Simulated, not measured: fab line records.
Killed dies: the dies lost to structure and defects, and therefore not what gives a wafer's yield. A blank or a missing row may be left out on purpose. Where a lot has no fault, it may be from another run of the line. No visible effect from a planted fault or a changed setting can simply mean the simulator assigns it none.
Problem report, 8D (eight disciplines) form, completed by code -- flow n5_finfet -- the parts of the form that need people (team, actions taken, sign-off) are left out

1. THE PROBLEM
A mean of 84 is read at N5_PASSIVATION_PROBE_49 for killed_at_M4_up, taken on 1 wafer of 1 lot, against 14 (standard deviation 5.4) on wafers free of any fault. That puts it +13 standard deviations away from the usual mean.
The first sign was on wafer L946.4 at day 18 00:26, on prober-02. At this step, 6 wafers from 2 lots have a number in the record. By rule, "out" or "out of limits" means more than 4 standard deviations away from the usual mean. Any other wafer with a number is counted as sound.

2. WHAT IT IS; WHAT IT IS NOT
question,is,is not
which readings at this step,"killed_at_M4_up, defect_limited_yield, killed_dies, killed_on_rim, sort_bin_5_function, sort_n_pass, sort_yield_pct","killed_at_contacts, killed_at_front_end, killed_at_other, killed_open, killed_short, sort_bin_8_speed"
which lots,L946,L935
which wafers of those lots,L946.4,"L946.2, L946.6"
read on which tools,prober-02,prober-01
when,from day 18 00:26,up to then (4 sound wafers); but 1 sound wafer of L946 came after

3. SUSPECTS, AND WHAT RULES EACH OUT
Counting: a tool at a process step up to the reading stays a suspect if it ran every lot that is out. Sound lots after the first of them don't rule it out here, since some wafers of a struck lot are sound.
- rie_diel-02 at N5_BEOL_M7_ETCH_61 (etches SiARC in CF4, target depth 45.5 nm, time 75.8 s): kept. It ran the lot that is out, L946 (day 14 11:34).
- pecvd-03 at N5_PASSIVATION_PECVD_01 (deposits SiNx from SiH4/NH3/N2, target thk 200 nm, time 43.2 s): kept. It ran the lot that is out, L946 (day 17 16:58); its last sound lot up to then is L935 (day 14 14:02).
- rie_diel-06 at N5_PASSIVATION_PASS_ETCH_47 (etches SiNx in CF4/O2, target depth 770 nm, time 385 s): kept. It ran the lot that is out, L946 (day 17 21:16).
- rie_diel-06 at N5_PASSIVATION_ETCH_54 (etches SiO2 in CHF3/O2, target depth 880 nm, time 440 s): kept. It ran the lot that is out, L946 (day 17 21:30).
- prober-02 at N5_PASSIVATION_PROBE_49: kept. It ran the lot that is out, L946 (day 18 00:20). Out on those wafers are its own readings of defect_limited_yield, killed_at_M4_up, killed_dies, killed_on_rim, sort_bin_5_function, sort_n_pass, sort_yield_pct.
- rie_diel-02, N5_BEOL_M7_ETCH_61: wafers that are out in chamber 1, sound lot-mates in chambers 0, 3.
Left after counting: rie_diel-02 at N5_BEOL_M7_ETCH_61, pecvd-03 at N5_PASSIVATION_PECVD_01, rie_diel-06 at N5_PASSIVATION_PASS_ETCH_47, rie_diel-06 at N5_PASSIVATION_ETCH_54, prober-02 at N5_PASSIVATION_PROBE_49.

4. THE CAUSE (what the simulator had put in)
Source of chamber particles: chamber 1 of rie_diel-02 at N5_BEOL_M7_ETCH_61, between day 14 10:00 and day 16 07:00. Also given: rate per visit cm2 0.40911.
Counting leaves 5 suspects; this tool is one of them.

5. SEQUENCE OF EFFECTS, ordered by route
Each row: a reading whose mean over the struck wafers that have a number lies more than 3 standard deviations from the usual. Only readings whose record carries a usual standard deviation are examined. hours: median over the lots of the time between each lot's start at the first step of this table that gives one and its start at this step. sigmas: the change, counted in usual standard deviations.
hours,step,reading,usual,on struck wafers,change,sigmas
0,N5_PASSIVATION_PROBE_49,defect_limited_yield,91.2 %,83.0,-8.2,-5.1
0,N5_PASSIVATION_PROBE_49,killed_at_M4_up,14,84,+70,+13
0,N5_PASSIVATION_PROBE_49,killed_dies,104,201,+97,+5.1
0,N5_PASSIVATION_PROBE_49,killed_on_rim,13,29,+16,+4.1
0,N5_PASSIVATION_PROBE_49,sort_bin_5_function,5.1 %,9.7,+4.6,+4.6
0,N5_PASSIVATION_PROBE_49,sort_bin_6_memory,3.3 %,5.8,+2.5,+3.5
0,N5_PASSIVATION_PROBE_49,sort_n_pass,1075,979,-96,-4.4
0,N5_PASSIVATION_PROBE_49,sort_yield_pct,91.1 %,83.0,-8.1,-4.3
Here are the process steps it includes:
- N5_PASSIVATION_PROBE_49

6. WHAT WOULD HAVE CAUGHT IT SOONER
First out-of-limits reading in this record: day 18 00:26, which is 86 hours after fault onset at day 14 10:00.
An alarm limit of 4 standard deviations would not have fired on the tool readings at N5_BEOL_M7_ETCH_61 for which the record gives a usual standard deviation, since none of them was out on any struck wafer.
Lots out: 1; all had begun N5_BEOL_M7_ETCH_61 on rie_diel-02 by day 18 00:26. Tool hold at that time: it would have spared none of them.
